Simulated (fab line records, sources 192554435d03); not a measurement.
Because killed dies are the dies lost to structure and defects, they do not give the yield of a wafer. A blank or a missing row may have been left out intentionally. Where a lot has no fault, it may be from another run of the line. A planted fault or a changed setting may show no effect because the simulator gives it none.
fab line records || flow n5Finfet
record {"lots": 7, "wafers": 21}
route steps=1938 shown TV_LITHO@1879 TV_OPEN@1888 PASSIVATION@1930
startH: hours from the record's first day to the start of the lot's first wafer shown || waitH: hours since the lot's step before || " identical to the entry in the row above || L1.1+2: one row covering several wafers at once || - no value present, or no start provided || * or withheld: withheld || < > ~ a bound
route shown NAME@n: NAME is a module with steps in the file, n the number in the route of the first one || usual: mean/standard deviation taken from wafers without a fault || same: alike in all rows || chamber/n: place in a boat || sites: each site's reading || _std_site: the standard deviation of these || _edge_site: mean of outer sites minus mean of inner sites || radiusMm: how far each site lies from the wafer's centre || mask NAME#n: copy n || behind: tool/chamber where the wafer was last shaped || hold: reason for holding the lot/hours on hold/outcome of the hold || device: which transistor (n, p or np) failed to switch || end of line: the route-end tests of the same wafers || a step given without rows: its recipe and nothing more || killed: count of dies lost to structure and defects at first sort (not the wafer's yield) || map: a wafer's dies, x killed, . not, _ none there
set.NAME: the setting as run; set.NAME@STEP: as run at that earlier step || model.NAME: the simulator's own value behind a step, which no gauge read
lots with deliberately changed settings; one table per step, one row per wafer
## steps
# step N5_PASSIVATION_EXPOSE_07
# recipe {"maskId": "TV", "na": 0.55, "sourceShape": "conventional", "sigmaOuter": 0.8, "polarization": "unpolarized", "defocusNm": 0, "targetCdNm": 3000, "doseMj": 22.75}
{"lot.wafer": "L077.2+3+6", "tool": "krfScanner-01", "chamber": 0, "startH": 271.83, "waitH": "-", "mask": "TV#0", "set.doseMj": 22.75}
{"lot.wafer": "L075.3", "tool": "krfScanner-01", "chamber": 0, "startH": 272.60, "waitH": "-", "mask": "TV#0", "set.doseMj": 23.96}
{"lot.wafer": "L075.5+6", "tool": "krfScanner-01", "chamber": 0, "startH": 272.60, "waitH": "-", "mask": "TV#0", "set.doseMj": 22.75}
{"lot.wafer": "L079.1+3+6", "tool": "krfScanner-02", "chamber": 0, "startH": 295.74, "waitH": "-", "mask": "TV#0", "set.doseMj": 22.75}
{"lot.wafer": "L085.2+5", "tool": "krfScanner-02", "chamber": 0, "startH": 315.97, "waitH": "-", "mask": "TV#0", "set.doseMj": 22.09}
{"lot.wafer": "L085.6", "tool": "krfScanner-02", "chamber": 0, "startH": 315.97, "waitH": "-", "mask": "TV#0", "set.doseMj": 22.75}
{"lot.wafer": "L089.3+6", "tool": "krfScanner-02", "chamber": 0, "startH": 354.79, "waitH": "-", "mask": "TV#0", "set.doseMj": 24.19}
{"lot.wafer": "L089.4", "tool": "krfScanner-02", "chamber": 0, "startH": 354.79, "waitH": "-", "mask": "TV#0", "set.doseMj": 22.75}
{"lot.wafer": "L091.1", "tool": "krfScanner-01", "chamber": 0, "startH": 354.94, "waitH": "-", "mask": "TV#0", "set.doseMj": 22.75}
{"lot.wafer": "L091.4+6", "tool": "krfScanner-01", "chamber": 0, "startH": 354.94, "waitH": "-", "mask": "TV#0", "set.doseMj": 22.02}
{"lot.wafer": "L096.1+5+6", "tool": "krfScanner-02", "chamber": 0, "startH": 396.56, "waitH": "-", "mask": "TV#0", "set.doseMj": 22.75}
# step N5_PASSIVATION_PEB_08
# recipe {"pebTempC": "withheld", "pebTimeS": "*"}
# step N5_PASSIVATION_DEVELOP_09
# recipe {"developTimeS": 60, "rinseLiquid": "diw", "dry": "airSpin", "devTempC": 21}
# step N5_PASSIVATION_HARDBAKE_11
# recipe {"tempC": 130, "timeS": 120}
# step N5_PASSIVATION_CD_MEAS_10
# recipe {"targetCdNm": 3000, "landingEnergyEv": 500, "detector": "seInlens"}
# usual {"cdNm": "3000.4/1.6"}
{"lot.wafer": "L077.2", "tool": "cdSem-01", "chamber": 0, "startH": 272.01, "waitH": "-", "set.doseMj@PASSIVATION_EXPOSE_07": 22.75, "cdNm": 3002.6}
{"lot.wafer": "L077.3", "tool": "cdSem-01", "chamber": 0, "startH": 272.01, "waitH": "-", "set.doseMj@PASSIVATION_EXPOSE_07": 22.75, "cdNm": 2999.1}
{"lot.wafer": "L077.6", "tool": "cdSem-01", "chamber": 0, "startH": 272.01, "waitH": "-", "set.doseMj@PASSIVATION_EXPOSE_07": 22.75, "cdNm": 3001.4}
{"lot.wafer": "L075.3", "tool": "cdSem-02", "chamber": 0, "startH": 272.77, "waitH": "-", "set.doseMj@PASSIVATION_EXPOSE_07": 23.96, "cdNm": 3010.4}
{"lot.wafer": "L075.5", "tool": "cdSem-02", "chamber": 0, "startH": 272.77, "waitH": "-", "set.doseMj@PASSIVATION_EXPOSE_07": 22.75, "cdNm": 3000.8}
{"lot.wafer": "L075.6", "tool": "cdSem-02", "chamber": 0, "startH": 272.77, "waitH": "-", "set.doseMj@PASSIVATION_EXPOSE_07": 22.75, "cdNm": 3000.4}
{"lot.wafer": "L079.1", "tool": "cdSem-02", "chamber": 0, "startH": 295.92, "waitH": "-", "set.doseMj@PASSIVATION_EXPOSE_07": 22.75, "cdNm": 3001.3}
{"lot.wafer": "L079.3", "tool": "cdSem-02", "chamber": 0, "startH": 295.92, "waitH": "-", "set.doseMj@PASSIVATION_EXPOSE_07": 22.75, "cdNm": 3001.8}
{"lot.wafer": "L079.6", "tool": "cdSem-02", "chamber": 0, "startH": 295.92, "waitH": "-", "set.doseMj@PASSIVATION_EXPOSE_07": 22.75, "cdNm": 3001.2}
{"lot.wafer": "L085.2", "tool": "cdSem-03", "chamber": 0, "startH": 316.14, "waitH": "-", "set.doseMj@PASSIVATION_EXPOSE_07": 22.09, "cdNm": 2993.6}
{"lot.wafer": "L085.5", "tool": "cdSem-03", "chamber": 0, "startH": 316.14, "waitH": "-", "set.doseMj@PASSIVATION_EXPOSE_07": 22.09, "cdNm": 2991.2}
{"lot.wafer": "L085.6", "tool": "cdSem-03", "chamber": 0, "startH": 316.14, "waitH": "-", "set.doseMj@PASSIVATION_EXPOSE_07": 22.75, "cdNm": 2997.7}
{"lot.wafer": "L089.3", "tool": "cdSem-03", "chamber": 0, "startH": 354.96, "waitH": "-", "set.doseMj@PASSIVATION_EXPOSE_07": 24.19, "cdNm": 3012.1}
{"lot.wafer": "L089.4", "tool": "cdSem-03", "chamber": 0, "startH": 354.96, "waitH": "-", "set.doseMj@PASSIVATION_EXPOSE_07": 22.75, "cdNm": 3002.2}
{"lot.wafer": "L089.6", "tool": "cdSem-03", "chamber": 0, "startH": 354.96, "waitH": "-", "set.doseMj@PASSIVATION_EXPOSE_07": 24.19, "cdNm": 3014.0}
{"lot.wafer": "L091.1", "tool": "cdSem-01", "chamber": 0, "startH": 355.11, "waitH": "-", "set.doseMj@PASSIVATION_EXPOSE_07": 22.75, "cdNm": 2998.2}
{"lot.wafer": "L091.4", "tool": "cdSem-01", "chamber": 0, "startH": 355.11, "waitH": "-", "set.doseMj@PASSIVATION_EXPOSE_07": 22.02, "cdNm": 2990.8}
{"lot.wafer": "L091.6", "tool": "cdSem-01", "chamber": 0, "startH": 355.11, "waitH": "-", "set.doseMj@PASSIVATION_EXPOSE_07": 22.02, "cdNm": 2990.1}
{"lot.wafer": "L096.1", "tool": "cdSem-03", "chamber": 0, "startH": 396.74, "waitH": "-", "set.doseMj@PASSIVATION_EXPOSE_07": 22.75, "cdNm": 3000.8}
{"lot.wafer": "L096.5", "tool": "cdSem-03", "chamber": 0, "startH": 396.74, "waitH": "-", "set.doseMj@PASSIVATION_EXPOSE_07": 22.75, "cdNm": 3000.9}
{"lot.wafer": "L096.6", "tool": "cdSem-03", "chamber": 0, "startH": 396.74, "waitH": "-", "set.doseMj@PASSIVATION_EXPOSE_07": 22.75, "cdNm": 3000.0}
# step N5_PASSIVATION_VIA_ETCH_13
# recipe {"chemistry": "CHF3/O2", "target": "SiO2", "targetDepthA": 6600, "CHF3_flow_sccm": 50, "O2_flow_sccm": 5, "Ar_flow_sccm": 200, "timeS": 330, "maskMaterial": "PR", "pressureMtorr": 30, "sourceW": 650, "biasW": 170, "ionEnergyEv": 200, "ends": "cleared"}
# usual {"rfVppV": "522/4.9"}
{"lot.wafer": "L077.2", "tool": "rieDiel-03", "chamber": 1, "startH": 272.48, "waitH": 0.0, "set.biasW": 170, "rfVppV": 528}
{"lot.wafer": "L077.3", "tool": "rieDiel-03", "chamber": 3, "startH": 272.48, "waitH": 0.0, "set.biasW": 170, "rfVppV": 521}
{"lot.wafer": "L077.6", "tool": "rieDiel-03", "chamber": 1, "startH": 272.48, "waitH": 0.0, "set.biasW": 199.5, "rfVppV": 601}
{"lot.wafer": "L075.3", "tool": "rieDiel-05", "chamber": 0, "startH": 273.08, "waitH": 0.0, "set.biasW": 170, "rfVppV": 518}
{"lot.wafer": "L075.5", "tool": "rieDiel-05", "chamber": 1, "startH": 273.08, "waitH": 0.0, "set.biasW": 170, "rfVppV": 528}
{"lot.wafer": "L075.6", "tool": "rieDiel-05", "chamber": 0, "startH": 273.08, "waitH": 0.0, "set.biasW": 139.6, "rfVppV": 443}
{"lot.wafer": "L079.1", "tool": "rieDiel-05", "chamber": 1, "startH": 296.37, "waitH": 0.0, "set.biasW": 170, "rfVppV": 529}
{"lot.wafer": "L079.3", "tool": "rieDiel-05", "chamber": 2, "startH": 296.37, "waitH": 0.0, "set.biasW": 170, "rfVppV": 519}
{"lot.wafer": "L079.6", "tool": "rieDiel-05", "chamber": 2, "startH": 296.37, "waitH": 0.0, "set.biasW": 170, "rfVppV": 518}
{"lot.wafer": "L085.2", "tool": "rieDiel-03", "chamber": 1, "startH": 316.39, "waitH": 0.0, "set.biasW": 149.4, "rfVppV": 476}
{"lot.wafer": "L085.5", "tool": "rieDiel-03", "chamber": 0, "startH": 316.39, "waitH": 0.0, "set.biasW": 149.4, "rfVppV": 476}
{"lot.wafer": "L085.6", "tool": "rieDiel-03", "chamber": 1, "startH": 316.39, "waitH": 0.0, "set.biasW": 170, "rfVppV": 527}
{"lot.wafer": "L089.3", "tool": "rieDiel-01", "chamber": 3, "startH": 355.20, "waitH": 0.0, "set.biasW": 170, "rfVppV": 521}
{"lot.wafer": "L089.4", "tool": "rieDiel-01", "chamber": 1, "startH": 355.20, "waitH": 0.0, "set.biasW": 170, "rfVppV": 526}
{"lot.wafer": "L089.6", "tool": "rieDiel-01", "chamber": 3, "startH": 355.20, "waitH": 0.0, "set.biasW": 170, "rfVppV": 522}
{"lot.wafer": "L091.1", "tool": "rieDiel-03", "chamber": 1, "startH": 355.36, "waitH": 0.0, "set.biasW": 170, "rfVppV": 527}
{"lot.wafer": "L091.4", "tool": "rieDiel-03", "chamber": 3, "startH": 355.36, "waitH": 0.0, "set.biasW": 196.7, "rfVppV": 585}
{"lot.wafer": "L091.6", "tool": "rieDiel-03", "chamber": 2, "startH": 355.36, "waitH": 0.0, "set.biasW": 196.7, "rfVppV": 586}
{"lot.wafer": "L096.1", "tool": "rieDiel-05", "chamber": 0, "startH": 396.98, "waitH": 0.0, "set.biasW": 170, "rfVppV": 517}
{"lot.wafer": "L096.5", "tool": "rieDiel-05", "chamber": 2, "startH": 396.98, "waitH": 0.0, "set.biasW": 170, "rfVppV": 517}
{"lot.wafer": "L096.6", "tool": "rieDiel-05", "chamber": 3, "startH": 396.98, "waitH": 0.0, "set.biasW": 170, "rfVppV": 513}
# step N5_PASSIVATION_ETCH_54
# recipe {"chemistry": "CHF3/O2", "target": "SiO2", "targetDepthA": 8800, "CHF3_flow_sccm": 50, "O2_flow_sccm": 5, "Ar_flow_sccm": 200, "timeS": 440, "maskMaterial": "PR", "pressureMtorr": 30, "sourceW": 650, "biasW": 170, "ionEnergyEv": 200}
# usual {"rfVppV": "525/4.4"}
{"lot.wafer": "L077.2", "tool": "rieDiel-06", "chamber": 1, "startH": 275.95, "waitH": 0.1, "set.biasW": 170, "rfVppV": 530, "model.PASSIVATION.featureDepthNm": 863.2, "model.etch.depthNm": 863.2}
{"lot.wafer": "L077.3", "tool": "rieDiel-06", "chamber": 3, "startH": 275.95, "waitH": 0.1, "set.biasW": 200, "rfVppV": 604, "model.PASSIVATION.featureDepthNm": 926, "model.etch.depthNm": 926}
{"lot.wafer": "L077.6", "tool": "rieDiel-06", "chamber": 3, "startH": 275.95, "waitH": 0.1, "set.biasW": 170, "rfVppV": 532, "model.PASSIVATION.featureDepthNm": 885.6, "model.etch.depthNm": 885.7}
{"lot.wafer": "L075.3", "tool": "rieDiel-02", "chamber": 0, "startH": 277.77, "waitH": 0.1, "set.biasW": 185.1, "rfVppV": 557, "model.PASSIVATION.featureDepthNm": 930.6, "model.etch.depthNm": 930.5}
{"lot.wafer": "L075.5", "tool": "rieDiel-02", "chamber": 0, "startH": 277.77, "waitH": 0.1, "set.biasW": 170, "rfVppV": 520, "model.PASSIVATION.featureDepthNm": 903.8, "model.etch.depthNm": 903.7}
{"lot.wafer": "L075.6", "tool": "rieDiel-02", "chamber": 3, "startH": 277.77, "waitH": 0.1, "set.biasW": 170, "rfVppV": 519, "model.PASSIVATION.featureDepthNm": 897, "model.etch.depthNm": 897}
{"lot.wafer": "L079.1", "tool": "rieDiel-02", "chamber": 2, "startH": 300.01, "waitH": 0.1, "set.biasW": 156.7, "rfVppV": 492, "model.PASSIVATION.featureDepthNm": 862.6, "model.etch.depthNm": 862.6}
{"lot.wafer": "L079.3", "tool": "rieDiel-02", "chamber": 0, "startH": 300.01, "waitH": 0.1, "set.biasW": 170, "rfVppV": 519, "model.PASSIVATION.featureDepthNm": 890.4, "model.etch.depthNm": 890.5}
{"lot.wafer": "L079.6", "tool": "rieDiel-02", "chamber": 0, "startH": 300.01, "waitH": 0.1, "set.biasW": 170, "rfVppV": 519, "model.PASSIVATION.featureDepthNm": 884, "model.etch.depthNm": 884}
{"lot.wafer": "L085.2", "tool": "rieDiel-02", "chamber": 0, "startH": 321.10, "waitH": 0.1, "set.biasW": 170, "rfVppV": 519, "model.PASSIVATION.featureDepthNm": 896.8, "model.etch.depthNm": 896.9}
{"lot.wafer": "L085.5", "tool": "rieDiel-02", "chamber": 1, "startH": 321.10, "waitH": 0.1, "set.biasW": 170, "rfVppV": 527, "model.PASSIVATION.featureDepthNm": 885.6, "model.etch.depthNm": 885.5}
{"lot.wafer": "L085.6", "tool": "rieDiel-02", "chamber": 2, "startH": 321.10, "waitH": 0.1, "set.biasW": 170, "rfVppV": 526, "model.PASSIVATION.featureDepthNm": 885, "model.etch.depthNm": 885.1}
{"lot.wafer": "L089.3", "tool": "rieDiel-02", "chamber": 1, "startH": 358.98, "waitH": 0.1, "set.biasW": 170, "rfVppV": 527, "model.PASSIVATION.featureDepthNm": 886.4, "model.etch.depthNm": 886.4}
{"lot.wafer": "L089.4", "tool": "rieDiel-02", "chamber": 0, "startH": 358.98, "waitH": 0.1, "set.biasW": 170, "rfVppV": 520, "model.PASSIVATION.featureDepthNm": 883.2, "model.etch.depthNm": 883.2}
{"lot.wafer": "L089.6", "tool": "rieDiel-02", "chamber": 1, "startH": 358.98, "waitH": 0.1, "set.biasW": 170, "rfVppV": 526, "model.PASSIVATION.featureDepthNm": 887.4, "model.etch.depthNm": 887.3}
{"lot.wafer": "L091.1", "tool": "rieDiel-04", "chamber": 0, "startH": 359.92, "waitH": 0.1, "set.biasW": 153.6, "rfVppV": 480, "model.PASSIVATION.featureDepthNm": 870.2, "model.etch.depthNm": 870.3}
{"lot.wafer": "L091.4", "tool": "rieDiel-04", "chamber": 1, "startH": 359.92, "waitH": 0.1, "set.biasW": 170, "rfVppV": 522, "model.PASSIVATION.featureDepthNm": 895, "model.etch.depthNm": 895}
{"lot.wafer": "L091.6", "tool": "rieDiel-04", "chamber": 0, "startH": 359.92, "waitH": 0.1, "set.biasW": 153.6, "rfVppV": 478, "model.PASSIVATION.featureDepthNm": 880, "model.etch.depthNm": 880.1}
{"lot.wafer": "L096.1", "tool": "rieDiel-04", "chamber": 1, "startH": 400.61, "waitH": 0.1, "set.biasW": 170, "rfVppV": 522, "model.PASSIVATION.featureDepthNm": 894, "model.etch.depthNm": 894.1}
{"lot.wafer": "L096.5", "tool": "rieDiel-04", "chamber": 3, "startH": 400.61, "waitH": 0.1, "set.biasW": 170, "rfVppV": 533, "model.PASSIVATION.featureDepthNm": 886.8, "model.etch.depthNm": 886.8}
{"lot.wafer": "L096.6", "tool": "rieDiel-04", "chamber": 2, "startH": 400.61, "waitH": 0.1, "set.biasW": 170, "rfVppV": 530, "model.PASSIVATION.featureDepthNm": 879, "model.etch.depthNm": 879.1}
## key
split {"step": "N5_PASSIVATION_EXPOSE_07", "setting": "doseMj", "stated": 22.75, "by": "wafer"}
response {"step": "N5_PASSIVATION_CD_MEAS_10", "reading": "cdNm", "change": "+1.85", "per": "1%", "r": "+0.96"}
split {"step": "N5_PASSIVATION_VIA_ETCH_13", "setting": "biasW", "stated": 170, "by": "wafer"}
response {"step": "N5_PASSIVATION_VIA_ETCH_13", "reading": "rfVppV", "change": "+4.24", "per": "1%", "r": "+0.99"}
split {"step": "N5_PASSIVATION_ETCH_54", "setting": "biasW", "stated": 170, "by": "wafer"}
response {"step": "N5_PASSIVATION_ETCH_54", "reading": "rfVppV", "change": "+4.12", "per": "1%", "r": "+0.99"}
response {"step": "N5_PASSIVATION_ETCH_54", "reading": "model.PASSIVATION.featureDepthNm", "change": "+2.87", "per": "1%", "r": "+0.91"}
response {"step": "N5_PASSIVATION_ETCH_54", "reading": "model.etch.depthNm", "change": "+2.87", "per": "1%", "r": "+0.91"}
